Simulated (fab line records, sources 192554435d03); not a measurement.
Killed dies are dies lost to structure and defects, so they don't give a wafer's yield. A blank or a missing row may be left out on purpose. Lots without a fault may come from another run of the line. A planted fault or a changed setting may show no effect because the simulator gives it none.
Chamber matching | flow n5_finfet | N5_BEOL_M14_TRENCH_ETCH_34 on rie_diel-03: 4 sister chambers
The step etches SiO2 in C4F8/O2/Ar, target depth 556.65 nm, time 126.9 s. 20 wafers are shown with their chamber, then 10 later ones without.

WAFERS WITH THEIR CHAMBER
wafer  | chamber | showerhead_plenum_p_Torr (Torr) | rf_vpp_V (V) | throttle_valve_pct (%)
L076.3 | 3       | 3.63                            | 2274         | 31.38
L076.4 | 1       | 3.43                            | 2185         | 31.47
L076.6 | 0       | 3.50                            | 2242         | 31.00
L078.1 | 2       | 3.32                            | 2264         | 31.12
L078.3 | 3       | 3.63                            | 2275         | 31.37
L078.5 | 1       | 3.43                            | 2185         | 31.46
L081.1 | 0       | 3.50                            | 2242         | 30.98
L081.2 | 3       | 3.63                            | 2272         | 31.38
L081.3 | 2       | 3.32                            | 2265         | 31.13
L079.1 | 2       | 3.32                            | 2263         | 31.15
L079.4 | 2       | 3.32                            | 2265         | 31.14
L079.6 | 3       | 3.63                            | 2274         | 31.38
L080.1 | 0       | 3.50                            | 2243         | 30.99
L080.2 | 3       | 3.63                            | 2273         | 31.39
L080.4 | 1       | 3.43                            | 2185         | 31.48
L082.2 | 1       | 3.43                            | 2185         | 31.45
L082.4 | 2       | 3.31                            | 2265         | 31.13
L082.6 | 0       | 3.50                            | 2240         | 30.98
L085.3 | 0       | 3.49                            | 2240         | 30.99
L085.5 | 2       | 3.31                            | 2264         | 31.14

SIGNATURES (means of the wafers above)
reading                  | chamber 0 | chamber 1 | chamber 2 | chamber 3 | scatter within a chamber
showerhead_plenum_p_Torr | 3.4980    | 3.4300    | 3.3167    | 3.6300    | 0.00365
rf_vpp_V                 | 2241.40   | 2185.00   | 2264.33   | 2273.60   | 0.992
throttle_valve_pct       | 30.9880   | 31.4650   | 31.1350   | 31.3800   | 0.00978
Rule: a wafer's distance from a chamber is the root of the sum, over the readings, of the square of ((its reading less the chamber's mean) divided by the reading's scatter). The wafer belongs to the nearest chamber; if the next one is less than 2 further off, it can't be placed. The scatter: the root of (the sum of the squares of (reading less its chamber's mean) over the shown wafers, divided by (wafers less chambers)).

WAFERS WITHOUT THEIR CHAMBER
wafer  | showerhead_plenum_p_Torr (Torr) | rf_vpp_V (V) | throttle_valve_pct (%)
L085.6 | 3.43                            | 2185         | 31.48
L089.4 | 3.42                            | 2185         | 31.48
L089.5 | 3.42                            | 2186         | 31.47
L089.6 | 3.31                            | 2263         | 31.16
L094.2 | 3.61                            | 2272         | 31.40
L094.4 | 3.42                            | 2183         | 31.48
L094.5 | 3.30                            | 2262         | 31.16
L097.1 | 3.61                            | 2271         | 31.40
L097.3 | 3.48                            | 2240         | 31.04
L097.6 | 3.61                            | 2272         | 31.40

WHICH CHAMBER EACH WENT THROUGH
wafer  | from the rows above | in truth
L085.6 | 1                   | 1
L089.4 | 1                   | 1
L089.5 | 1                   | 1
L089.6 | 2                   | 2
L094.2 | 3                   | 3
L094.4 | 1                   | 1
L094.5 | 2                   | 2
L097.1 | 3                   | 3
L097.3 | 0                   | 0
L097.6 | 3                   | 3
Placed correctly: 10 of 10. Can't be placed from these rows: 0. Placed wrongly: 0.
